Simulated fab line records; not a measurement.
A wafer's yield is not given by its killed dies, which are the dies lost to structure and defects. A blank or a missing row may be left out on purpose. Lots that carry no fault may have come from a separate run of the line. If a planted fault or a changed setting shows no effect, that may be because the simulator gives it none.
fab line records	flow n5Finfet
record lots=7	wafers=18	lastDay=17
route steps=1938 shown BEOL_M11@1580 PASSIVATION@1936
lots that met no fault: from a run of the same line without faults
startH: hours from the record's first day to the start of the lot's first wafer shown	waitH: hours elapsed since this lot's preceding step	" unchanged from the row above	L1.1+2: a single row standing in for several wafers	- no value present, or no start provided	* or withheld: withheld	< > ~ a bound
route shown NAME@n: names a module that has steps shown in the file, with the first one's number in the route	usual: mean/standard deviation of fault-free wafers	same: alike in all rows	chamber/n: place in a boat	sites: per-site readings	_std_site: how widely they spread, as a standard deviation	_edge_site: outer sites' mean less inner sites'	radiusMm: how far each site lies from the wafer's centre	mask NAME#n: copy n	behind: the most recent tool/chamber to have shaped the wafer	hold: cause of the lot's hold/its duration in hours/its outcome	device: whichever transistor did not switch (one of n, p or np)	end of line: the same wafers' tests at the end of the route	for a step that has no rows: nothing shown but its recipe	killed: dies lost to structure and defects at the first sort, not the wafer's yield	map: shows each die of a wafer: x if killed, . if not, _ if none is there
set.NAME: the setting that was run; set.NAME@STEP: the one run at that earlier step	model.NAME: the simulator's own value behind a step, which no gauge read
lots at some steps of the route; a table a step, a row a wafer
services: the hour from which a tool's chamber was out of use, counted from the record's first day as startH (under 0 if before that day), plus the number of hours and why
## steps
# step N5_BEOL_M11_STRIP_77
# recipe chemistry=N2/H2	timeS=10	powerW=450	tempC=40	pressureMtorr=20	rfFrequencyHz=6e+07	biasPowerW=7	n2FlowSccm=200	h2FlowSccm=200
# step N5_BEOL_M11_OCD_MEAS_38
# usual trenchDepthNm=148/3.1
lot.wafer	tool	chamber	startH	waitH	trenchDepthNm
L956.1	ocd-02	-	309.49	-	147
L956.3	"	-	"	"	144
L956.5	"	-	"	"	143
L957.1	ocd-02	-	309.66	-	153
L957.2	"	-	"	"	148
L957.5	"	-	"	"	145
L960.4	ocd-01	-	338.28	-	147
L960.5	"	-	"	"	144
L963.1	ocd-02	-	347.22	-	146
L963.4	"	-	"	"	145
L963.6	"	-	"	"	145
L964.1	ocd-02	-	355.72	-	151
L964.3	"	-	"	"	145
L965.1	ocd-02	-	358.37	-	150
L965.3	"	-	"	"	147
L966.4	ocd-02	-	371.86	-	152
L966.5	"	-	"	"	145
L966.6	"	-	"	"	143
# step N5_BEOL_M11_HM_STRIP_39
# recipe chemistry=peroxideTinStrip	material=TiN	targetDepthA=250	tempC=50	timeS=158
# step N5_BEOL_M11_SRD_40
# recipe timeS=30	tempC=23	rinseLiquid=diw	dry=ipaMarangoni
# step N5_BEOL_M11_PRECLEAN_42
# recipe chemistry=residueRemover	timeS=60	tempC=40
# step N5_BEOL_M11_SRD_43
# recipe timeS=30	tempC=23	rinseLiquid=diw	dry=ipaMarangoni
# step N5_BEOL_M11_CD_MEAS_35
# recipe targetCdNm=70	polarity=opening
# usual cdNm=70.1/0.77
lot.wafer	tool	chamber	startH	waitH	cdNm
L956.1	cdSem-02	-	309.64	0.0	70.7
L956.3	"	-	"	"	71.5
L956.5	"	-	"	"	71.0
L957.1	cdSem-01	-	309.81	0.0	70.7
L957.2	"	-	"	"	70.7
L957.5	"	-	"	"	70.7
L960.4	cdSem-01	-	338.45	0.0	71.3
L960.5	"	-	"	"	70.0
L963.1	cdSem-01	-	347.37	0.0	69.3
L963.4	"	-	"	"	69.7
L963.6	"	-	"	"	69.6
L964.1	cdSem-01	-	355.88	0.0	70.3
L964.3	"	-	"	"	70.5
L965.1	cdSem-03	-	358.52	0.0	69.5
L965.3	"	-	"	"	70.5
L966.4	cdSem-01	-	372.01	0.0	69.0
L966.5	"	-	"	"	70.2
L966.6	"	-	"	"	69.4
# step N5_BEOL_M11_CURE_72
# recipe tempC=370	timeS=120	ambient=DMADMS/He	material=SiCOH_lowk
# step N5_BEOL_M11_DEGAS_44
# recipe ambient=vacuum	tempC=250	timeS=60
# usual heaterPowerW=331/25
lot.wafer	tool	chamber	startH	waitH	heaterPowerW
L956.1	pvdSputter-02	-	310.18	0.4	328
L956.3	"	-	"	"	321
L956.5	"	-	"	"	327
L957.1	pvdSputter-02	-	310.26	0.4	349
L957.2	"	-	"	"	322
L957.5	"	-	"	"	320
L960.4	pvdSputter-03	-	338.82	0.1	328
L960.5	"	-	"	"	322
L963.1	pvdSputter-03	-	349.57	2.1	298
L963.4	"	-	"	"	324
L963.6	"	-	"	"	316
L964.1	pvdSputter-03	-	356.35	0.4	330
L964.3	"	-	"	"	384
L965.1	pvdSputter-03	-	360.31	1.7	326
L965.3	"	-	"	"	300
L966.4	pvdSputter-02	-	372.67	0.2	323
L966.5	"	-	"	"	321
L966.6	"	-	"	"	323
# step N5_BEOL_M11_PRE_CLEAN_45
# recipe gas=H2/He	timeS=30	tempC=250
# usual heaterPowerW=331/24
lot.wafer	tool	chamber	startH	waitH	heaterPowerW
L956.1	pvdSputter-02	-	310.22	0.0	315
L956.3	"	-	"	"	318
L956.5	"	-	"	"	331
L957.1	pvdSputter-02	-	310.30	0.0	342
L957.2	"	-	"	"	323
L957.5	"	-	"	"	314
L960.4	pvdSputter-03	-	338.86	0.0	332
L960.5	"	-	"	"	329
L963.1	pvdSputter-03	-	349.61	0.0	309
L963.4	"	-	"	"	324
L963.6	"	-	"	"	318
L964.1	pvdSputter-03	-	356.39	0.0	324
L964.3	"	-	"	"	375
L965.1	pvdSputter-03	-	360.35	0.0	326
L965.3	"	-	"	"	304
L966.4	pvdSputter-02	-	372.71	0.0	318
L966.5	"	-	"	"	311
L966.6	"	-	"	"	319
# step N5_BEOL_M11_ALD_74
# recipe material=TaN	targetThkA=20	tempC=275	aldPrecursorFamily=PDMAT	aldCoReactant=NH3	pressureTorr=3	carrierFlowSccm=1500	pulseTimeS=2	purgeTimeS=3	coReactantPurgeTimeS=2	coReactantPulseTimeS=3	aldCycles=40	precursorVesselTempC=75	precursorVesselPressureTorr=26.25	precursorVesselCarrierSccm=1000
# usual heaterPowerW=428/37
lot.wafer	tool	chamber	startH	waitH	heaterPowerW
L956.1	aldMetal-01	2	310.30	0.1	431
L956.3	"	3	"	"	465
L956.5	"	2	"	"	432
L957.1	aldMetal-03	2	310.38	0.1	424
L957.2	"	3	"	"	393
L957.5	"	1	"	"	484
L960.4	aldMetal-01	3	339.28	0.4	470
L960.5	"	0	"	"	451
L963.1	aldMetal-01	3	349.68	0.0	478
L963.4	"	1	"	"	434
L963.6	"	3	"	"	475
L964.1	aldMetal-01	0	356.46	0.0	455
L964.3	"	1	"	"	416
L965.1	aldMetal-01	3	360.64	0.3	460
L965.3	"	1	"	"	425
L966.4	aldMetal-01	2	372.83	0.1	449
L966.5	"	2	"	"	448
L966.6	"	3	"	"	466
# step N5_BEOL_M11_SURFACE_TREAT_76
# recipe gas=Ar	timeS=*	ionEnergyEv=*	ionCurrentMaCm2=0.5	pressureMtorr=*	arFlowSccm=30
# usual throttleValvePct=*
lot.wafer	tool	chamber	startH	waitH	throttleValvePct
L956.1	pvdSputter-02	-	310.60	0.2	*
L956.3	"	-	"	"	*
L956.5	"	-	"	"	*
L957.1	pvdSputter-02	-	310.72	0.2	*
L957.2	"	-	"	"	*
L957.5	"	-	"	"	*
L960.4	pvdSputter-01	-	339.52	0.1	*
L960.5	"	-	"	"	*
L963.1	pvdSputter-01	-	349.98	0.2	*
L963.4	"	-	"	"	*
L963.6	"	-	"	"	*
L964.1	pvdSputter-02	-	356.74	0.2	*
L964.3	"	-	"	"	*
L965.1	pvdSputter-03	-	362.31	1.5	*
L965.3	"	-	"	"	*
L966.4	pvdSputter-02	-	373.13	0.2	*
L966.5	"	-	"	"	*
L966.6	"	-	"	"	*
# step N5_BEOL_M11_CVD_75
# recipe material=Co	targetThkA=20	tempC=withheld	precursor=CCTBA/H2	pressureTorr=30	timeS=138.9
# usual runLengthS=161.5/0.44
lot.wafer	tool	chamber	startH	waitH	runLengthS
L956.1	cvdCo-01	0	310.68	0.1	161.3
L956.3	"	2	"	"	161.7
L956.5	"	1	"	"	161.7
L957.1	cvdCo-02	2	310.79	0.0	161.5
L957.2	"	1	"	"	161.7
L957.5	"	2	"	"	160.9
L960.4	cvdCo-01	0	339.67	0.1	161.1
L960.5	"	0	"	"	117.0
L963.1	cvdCo-02	2	350.04	0.0	161.0
L963.4	"	1	"	"	161.5
L963.6	"	2	"	"	161.2
L964.1	cvdCo-01	1	356.80	0.0	161.7
L964.3	"	2	"	"	118.1
L965.1	cvdCo-01	0	362.38	0.0	161.2
L965.3	"	1	"	"	118.2
L966.4	cvdCo-02	2	373.30	0.1	160.8
L966.5	"	0	"	"	161.9
L966.6	"	1	"	"	162.0
# step N5_BEOL_M11_SPUTTER_48
# recipe material=Cu	targetThkA=120	tempC=-20	biasV=60	powerW=26000	chamberPressurePa=0.13	timeS=2
# usual throttleValvePct=29.8/0.89
lot.wafer	tool	chamber	startH	waitH	throttleValvePct
L956.1	pvdSputter-02	-	310.80	0.1	30.2
L956.3	"	-	"	"	29.7
L956.5	"	-	"	"	28.9
L957.1	pvdSputter-02	-	311.00	0.2	31.2
L957.2	"	-	"	"	30.2
L957.5	"	-	"	"	29.6
L960.4	pvdSputter-01	-	339.79	0.1	29.9
L960.5	"	-	"	"	28.9
L963.1	pvdSputter-01	-	350.20	0.1	29.0
L963.4	"	-	"	"	30.7
L963.6	"	-	"	"	30.1
L964.1	pvdSputter-02	-	356.92	0.1	29.0
L964.3	"	-	"	"	31.6
L965.1	pvdSputter-01	-	362.52	0.1	29.0
L965.3	"	-	"	"	30.1
L966.4	pvdSputter-01	-	374.66	1.3	29.8
L966.5	"	-	"	"	30.5
L966.6	"	-	"	"	29.0
# step N5_PASSIVATION_PROBE_49
# usual defectLimitedYield=91.1/1.4	killed_at_M0_to_M3=34/9.7	killed_at_M4_up=13/5.1	killedAtContacts=14/6.3	killedAtFrontEnd=40/11	killedAtOther=3.5/2.7	killedDies=105/16	killedOnRim=13/4.1	killedOpen=70/12	killedShort=34/7.8	sort_bin_4_leakage=0.02/0.13	sort_bin_5_function=5.2/0.88	sort_bin_6_memory=3.3/0.7	sortNPass=1074/17	sortYieldPct=91.0/1.5
# same grossDies=1180	killedAtBackSide=0	sort_bin_8_speed[%]=0
lot.wafer	tool	chamber	startH	waitH	defectLimitedYield[%]	killed_at_M0_to_M3	killed_at_M4_up	killedAtContacts	killedAtFrontEnd	killedAtOther	killedDies	killedOnRim	killedOpen	killedShort	sort_bin_4_leakage[%]	sort_bin_5_function[%]	sort_bin_6_memory[%]	sortNPass	sortYieldPct[%]
L957.1	prober-01	-	357.41	0.0	90.1	22	15	10	63	7	117	19	84	33	0	5.5	4.2	1063	90.1
L957.2	prober-01	-	357.46	0.1	88.4	49	12	10	60	6	137	15	87	47	0	7.2	3.9	1043	88.4
L957.5	prober-01	-	357.61	0.2	90.4	32	16	22	40	3	113	22	74	38	0	5.5	3.6	1067	90.4
L956.1	prober-02	-	357.42	0.0	91.5	30	9	14	45	2	100	13	61	37	0	5.0	2.8	1080	91.5
L956.3	prober-02	-	357.52	0.1	93.6	17	11	14	32	2	76	9	57	19	0	3.6	2.6	1104	93.6
L956.5	prober-02	-	357.62	0.2	91.7	29	13	24	29	3	98	14	71	27	0	4.8	3.3	1082	91.7
L960.4	prober-02	-	378.03	0.2	87.3	68	10	14	56	2	150	23	109	41	0	7.9	4.4	1030	87.3
L960.5	prober-02	-	378.08	0.2	91.2	41	22	3	33	5	104	12	67	36	0	5.4	3.1	1076	91.2
L963.1	prober-01	-	387.99	0.0	92.8	29	8	12	33	3	85	12	54	30	0	4.6	2.5	1095	92.8
L963.4	prober-01	-	388.14	0.2	92.4	30	6	12	37	5	90	8	56	32	0	3.6	3.9	1090	92.4
L963.6	prober-01	-	388.24	0.3	90.7	43	9	16	40	2	110	12	64	45	0	5.3	3.3	1070	90.7
L964.1	prober-01	-	398.79	0.0	89.6	47	10	20	42	4	123	10	79	42	0	5.6	4.4	1057	89.6
L964.3	prober-01	-	398.89	0.1	91.3	45	13	7	31	7	103	12	65	37	0	6.0	2.4	1077	91.3
L965.1	prober-01	-	403.08	0.0	89.9	48	13	5	47	6	119	17	78	40	0	5.4	4.3	1061	89.9
L965.3	prober-01	-	403.18	0.1	90.1	43	24	17	31	2	117	17	87	30	0	6.3	3.6	1063	90.1
L966.4	prober-01	-	407.66	0.2	91.6	26	16	15	39	3	99	10	62	34	0.08	4.5	3.4	1080	91.5
L966.5	prober-01	-	407.71	0.2	92.7	29	9	19	29	0	86	10	70	16	0	4.3	2.9	1094	92.7
L966.6	prober-01	-	407.76	0.3	89.9	41	20	24	34	0	119	21	78	41	0	6.4	3.0	1061	89.9
# killed by level:class
L957.1 FIN_SAQP:geometricParticle:open=19 STI_FIN_REVEAL:geometricParticle:open=19 FIN_SAQP:geometricParticle:short=9 MOL_CONTACT_COAG:geometricParticle:open=9 BEOL_M1:geometricParticle:open=8 BEOL_M0_SAQP:geometricParticle:open=6 BEOL_M4:geometricParticle:open=6 STARTING-WAFER:geometricParticle:open=5
L956.1 FIN_SAQP:geometricParticle:short=10 BEOL_M1:geometricParticle:open=10 MOL_CONTACT_COAG:geometricParticle:open=9 STI_FIN_REVEAL:geometricParticle:open=7 BEOL_M2:geometricParticle:open=6 BEOL_M0_SAQP:geometricParticle:open=6 DUMMY_GATE:geometricParticle:open=5 MOL_CONTACT_COAG:geometricParticle:short=5
L957.2 FIN_SAQP:geometricParticle:open=13 STI_FIN_REVEAL:geometricParticle:open=13 BEOL_M1:geometricParticle:open=13 BEOL_M2:geometricParticle:open=10 MOL_CONTACT_COAG:geometricParticle:open=8 FIN_SAQP:geometricParticle:short=7 GATE_CUT:geometricParticle:short=7 BEOL_M1:geometricParticle:short=7
L956.3 MOL_CONTACT_COAG:geometricParticle:open=12 STI_FIN_REVEAL:geometricParticle:open=9 DUMMY_GATE:geometricParticle:open=7 BEOL_M0:geometricParticle:open=4 BEOL_M2:geometricParticle:open=4 ILD0:geometricParticle:open=3 BEOL_M1:geometricParticle:open=3 BEOL_M4:geometricParticle:open=3
L957.5 MOL_CONTACT_COAG:geometricParticle:open=19 FIN_SAQP:geometricParticle:short=13 BEOL_M0_SAQP:geometricParticle:open=12 BEOL_M0_SAQP:geometricParticle:short=11 FIN_SAQP:geometricParticle:open=7 STI_FIN_REVEAL:geometricParticle:open=7 BEOL_M4:geometricParticle:open=7 BEOL_M0:geometricParticle:open=4
L956.5 MOL_CONTACT_COAG:geometricParticle:open=20 BEOL_M1:geometricParticle:open=8 BEOL_M4:geometricParticle:open=7 GATE_CUT:geometricParticle:short=6 STI_FIN_REVEAL:geometricParticle:open=5 BEOL_M2:geometricParticle:open=5 BEOL_M3:geometricParticle:open=5 FIN_SAQP:geometricParticle:short=4
L960.4 STI_FIN_REVEAL:geometricParticle:open=29 BEOL_M0_SAQP:geometricParticle:open=22 BEOL_M0_SAQP:geometricParticle:short=15 BEOL_M3:geometricParticle:open=14 MOL_CONTACT_COAG:geometricParticle:open=11 FIN_SAQP:geometricParticle:open=7 BEOL_M2:geometricParticle:open=6 FIN_SAQP:geometricParticle:short=5
L960.5 BEOL_M0_SAQP:geometricParticle:short=11 BEOL_M0_SAQP:geometricParticle:open=10 BEOL_M4:geometricParticle:open=10 FIN_SAQP:geometricParticle:short=8 BEOL_M2:geometricParticle:open=8 FIN_SAQP:geometricParticle:open=7 STARTING-WAFER:geometricParticle:open=5 DUMMY_GATE:geometricParticle:open=4
L963.1 STI_FIN_REVEAL:geometricParticle:open=10 MOL_CONTACT_COAG:geometricParticle:open=9 GATE_CUT:geometricParticle:short=6 BEOL_M1:geometricParticle:open=6 GATE_CUT:geometricParticle:open=4 BEOL_M0_SAQP:geometricParticle:open=4 BEOL_M0_SAQP:geometricParticle:short=4 BEOL_M2:geometricParticle:open=4
L963.4 MOL_CONTACT_COAG:geometricParticle:open=12 FIN_SAQP:geometricParticle:short=8 GATE_CUT:geometricParticle:short=6 BEOL_M0_SAQP:geometricParticle:open=6 BEOL_M1:geometricParticle:open=6 STI_FIN_REVEAL:geometricParticle:open=5 BEOL_M0_SAQP:geometricParticle:short=5 FIN_SAQP:geometricParticle:open=4
L963.6 MOL_CONTACT_COAG:geometricParticle:open=13 FIN_SAQP:geometricParticle:short=12 BEOL_M0_SAQP:geometricParticle:open=11 BEOL_M0_SAQP:geometricParticle:short=11 BEOL_M2:geometricParticle:open=7 DUMMY_GATE:geometricParticle:open=6 BEOL_M1:geometricParticle:open=6 GATE_CUT:geometricParticle:short=5
L964.1 MOL_CONTACT_COAG:geometricParticle:open=16 BEOL_M0_SAQP:geometricParticle:short=12 BEOL_M0_SAQP:geometricParticle:open=12 BEOL_M3:geometricParticle:open=11 FIN_SAQP:geometricParticle:open=8 FIN_SAQP:geometricParticle:short=7 STI_FIN_REVEAL:geometricParticle:open=7 BEOL_M1:geometricParticle:open=5
L964.3 BEOL_M3:geometricParticle:open=17 BEOL_M0_SAQP:geometricParticle:short=12 BEOL_M0_SAQP:geometricParticle:open=8 FIN_SAQP:geometricParticle:short=7 FIN_SAQP:geometricParticle:open=4 STI_FIN_REVEAL:geometricParticle:open=4 MOL_CONTACT_COAG:geometricParticle:open=4 BEOL_M5:geometricParticle:open=4
L965.1 BEOL_M3:geometricParticle:open=17 FIN_SAQP:geometricParticle:open=15 FIN_SAQP:geometricParticle:short=11 BEOL_M1:geometricParticle:short=8 BEOL_M1:geometricParticle:open=7 DUMMY_GATE:geometricParticle:open=6 BEOL_M2:geometricParticle:open=5 BEOL_M3:geometricParticle:short=4
L965.3 BEOL_M1:geometricParticle:open=19 MOL_CONTACT_COAG:geometricParticle:open=14 BEOL_M2:geometricParticle:open=12 BEOL_M4:geometricParticle:open=10 BEOL_M4:geometricParticle:short=8 FIN_SAQP:geometricParticle:open=7 BEOL_M3:geometricParticle:open=5 STI_FIN_REVEAL:geometricParticle:open=5
L966.4 MOL_CONTACT_COAG:geometricParticle:open=14 BEOL_M0_SAQP:geometricParticle:open=9 BEOL_M4:geometricParticle:open=9 SPACER0:geometricParticle:open=5 GATE_CUT:geometricParticle:short=5 BEOL_M0_SAQP:geometricParticle:short=5 FIN_SAQP:geometricParticle:short=4 DUMMY_GATE:geometricParticle:open=4
L966.5 MOL_CONTACT_COAG:geometricParticle:open=18 FIN_SAQP:geometricParticle:open=12 BEOL_M0_SAQP:geometricParticle:open=10 BEOL_M0_SAQP:geometricParticle:short=6 DUMMY_GATE:geometricParticle:open=4 BEOL_M2:geometricParticle:open=4 BEOL_M1:geometricParticle:open=3 BEOL_M4:geometricParticle:open=3
L966.6 MOL_CONTACT_COAG:geometricParticle:open=17 BEOL_M4:geometricParticle:open=15 BEOL_M0_SAQP:geometricParticle:short=9 BEOL_M2:geometricParticle:open=8 FIN_SAQP:geometricParticle:open=7 MOL_CONTACT_COAG:geometricParticle:short=7 BEOL_M3:geometricParticle:open=6 BEOL_M3:geometricParticle:short=5
## services
tool	chamber	startH	hours	kind
cvdCo-01	0	289.13	11.4	repair
aldMetal-01	3	300.01	5.0	repair
cvdCo-02	0	302.69	25.2	repair
aldMetal-01	2	332.98	10.1	repair
cvdCo-01	1	333.33	-	clean
cvdCo-01	1	333.33	22.0	scheduledDown
cvdCo-01	1	333.33	22.0	ventCycle
pvdSputter-01	-	350.73	6.6	repair
## key
firstSign step=N5_BEOL_M11_CVD_75	reading=runLengthS	direction=down	sigmas=99+	usual=*	struck=*
effect none on later readings
metAt N5_BEOL_M11_CVD_75
struckWafers L960.5,L964.3,L965.3
onsetBetween 310.68 339.67
fault kind=processParameterDrift	tool=cvdCo-01	chamber=-	onsetH=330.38	steps=N5_BEOL_M11_CVD_75	channel=timeS	offset=*	shape=step	endH=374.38	scope=struckWafersOnly	actsIn=*	stated=*
